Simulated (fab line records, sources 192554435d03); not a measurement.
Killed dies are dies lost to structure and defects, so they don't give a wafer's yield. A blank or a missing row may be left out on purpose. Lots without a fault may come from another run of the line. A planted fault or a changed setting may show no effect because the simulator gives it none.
A struck lot beside a sound one | flow n5_finfet | 37 steps out of a route of 1938
Sound: wafers L853.1, L853.2, L853.5. Struck: wafers L860.3, L860.5, L860.6. The cause comes at the end.
At each step with rows: each side's tool, then ch and its chambers, then its first start. Under that, the readings that differ: sound wafers | struck wafers | difference of the means | sigmas: that difference in standard deviations of wafers without a fault.
alike: readings whose means differ by less than 2 such deviations, and words and numbers that are the same on both sides. not compared: withheld readings, readings that some wafer has no value for, bounds like >300 that may hide the same value, and numbers for which the record gives no deviation and whose values overlap.
The two part at a step that has a row with sigmas, a row that says differs or no value, or rows on one side only. Numbers that don't overlap but have no deviation are shown without sigmas and don't part them. A reading that every wafer of one side lacks parts them only if that side has two wafers or more.

first, 9 steps without rows for these wafers: N5_MOL_CONTACT_COAG_COAT_58 (time 60 s, resist thk 10 nm); N5_MOL_CONTACT_COAG_COAT_02 (resist thk 30 nm); N5_MOL_CONTACT_COAG_EBR_04; N5_MOL_CONTACT_COAG_SOFTBAKE_03 (time 60 s); N5_MOL_CONTACT_COAG_EXPOSE_05 (exposes mask CA, defocus 0 nm); N5_MOL_CONTACT_COAG_PEB_06 (peb time 60 s); N5_MOL_CONTACT_COAG_DEVELOP_07 (develop time 30 s); N5_MOL_CONTACT_COAG_DESCUM_13 (chemistry O2, time 7 s); N5_MOL_CONTACT_COAG_ETCH_59 (etches underlayer in N2/H2, target depth 13 nm, time 10.4 s).
N5_MOL_CONTACT_COAG_ETCH_105: etches SiARC in CF4, target depth 15.6 nm, time 26 s.
  sound on rie_diel-01 ch 1,3, day 6 07:08; struck on rie_diel-01 ch 0,1, day 8 06:02
  alike: chamber_pressure_mTorr, drypump_motor_current_A, etch_rf_on_time_s, oes_product_au, rf_vpp_V, showerhead_plenum_p_Torr, throttle_valve_pct
  not compared: rf_hours_counter_h
then, 26 steps without rows for these wafers: N5_MOL_CONTACT_COAG_ETCH_106 (etches SOC in N2/H2, target depth 80 nm, overetch 16 nm, time 120 s); N5_MOL_CONTACT_COAG_STRIP_107 (strips in N2/H2); N5_MOL_CONTACT_COAG_STRIP_108 (strips in N2/H2); N5_MOL_CONTACT_COAG_CONTACT_ETCH_14 (etches SiO2 in C4F6/O2, target depth 27.5 nm, overetch 8.5 nm, time 20 s); N5_MOL_CONTACT_COAG_STRIP_109 (strips in C4F6/O2); N5_MOL_CONTACT_COAG_ETCH_15 (etches SiNx in CH3F/O2, stops on Si:P, target depth 7 nm); N5_MOL_CONTACT_COAG_ETCH_110 (etches Si in CF4/O2, target depth 2.5 nm, time 8 s); N5_MOL_CONTACT_COAG_STRIP_98 (strips in N2/H2); N5_MOL_CONTACT_COAG_IMPLANT_129; N5_MOL_CONTACT_COAG_PRECLEAN_111 (cleans in NF3:NH3, afs cycles 1, time 20 s, sublimation time 60 s); N5_MOL_CONTACT_COAG_TI_SIL_19 (material Ti, target thk 4.2 nm, time 15 s); N5_MOL_CONTACT_COAG_ALD_20 (deposits TiN, target thk 1.5 nm, pulse time 1 s, purge time 3 s); N5_MOL_CONTACT_COAG_SIL_ANNEAL_21 (time 60 s); N5_MOL_CONTACT_COAG_PRE_CLEAN_141 (time 60 s); N5_MOL_CONTACT_COAG_SPUTTER_143 (material Co, target thk 2.5 nm); N5_MOL_CONTACT_COAG_CO_FILL_22 (material Co, precursor CCTBA/H2, target thk 20 nm); N5_MOL_CONTACT_COAG_ANNEAL_113 (time 300 s); N5_MOL_CONTACT_COAG_PRE_CLEAN_142 (time 60 s); N5_MOL_CONTACT_COAG_SPUTTER_130 (material Co, target thk 47.5 nm); N5_MOL_CONTACT_COAG_PRECLEAN_125 (cleans in DIW, time 57.5 s); N5_MOL_CONTACT_COAG_SRD_126 (dry time 32 s); N5_MOL_CONTACT_COAG_CMP_23 (polishes, stops on SiO2, t overpolish 1.5 s, target thk 0 nm); N5_MOL_CONTACT_COAG_WET_ETCH_26 (target Co, target depth 13 nm); N5_MOL_CONTACT_COAG_WET_ETCH_116 (etches the open film in SC1-inhibited, target depth 4.6 nm, rinse time 30 s); N5_MOL_CONTACT_COAG_ALD_27 (deposits SiOC, target thk 17 nm, pulse time 1.5 s, time 2720 s); N5_MOL_CONTACT_COAG_CMP_28 (polishes, stops on SiNx, t overpolish 0.85 s, target thk 14.522 nm).
-- the record jumps here: 8 days lie between the struck wafers' starts before and after (it left off in module MOL_CONTACT_COAG and takes up again in module PASSIVATION, whose first step shown is number 1936 of the route) --
N5_PASSIVATION_PROBE_49:
  the record has rows for the struck wafers here (prober-02, day 16 07:59) and none for the sound ones

WHERE THEY PART
Only at N5_PASSIVATION_PROBE_49, within this record.

WHY: what the simulator had put in
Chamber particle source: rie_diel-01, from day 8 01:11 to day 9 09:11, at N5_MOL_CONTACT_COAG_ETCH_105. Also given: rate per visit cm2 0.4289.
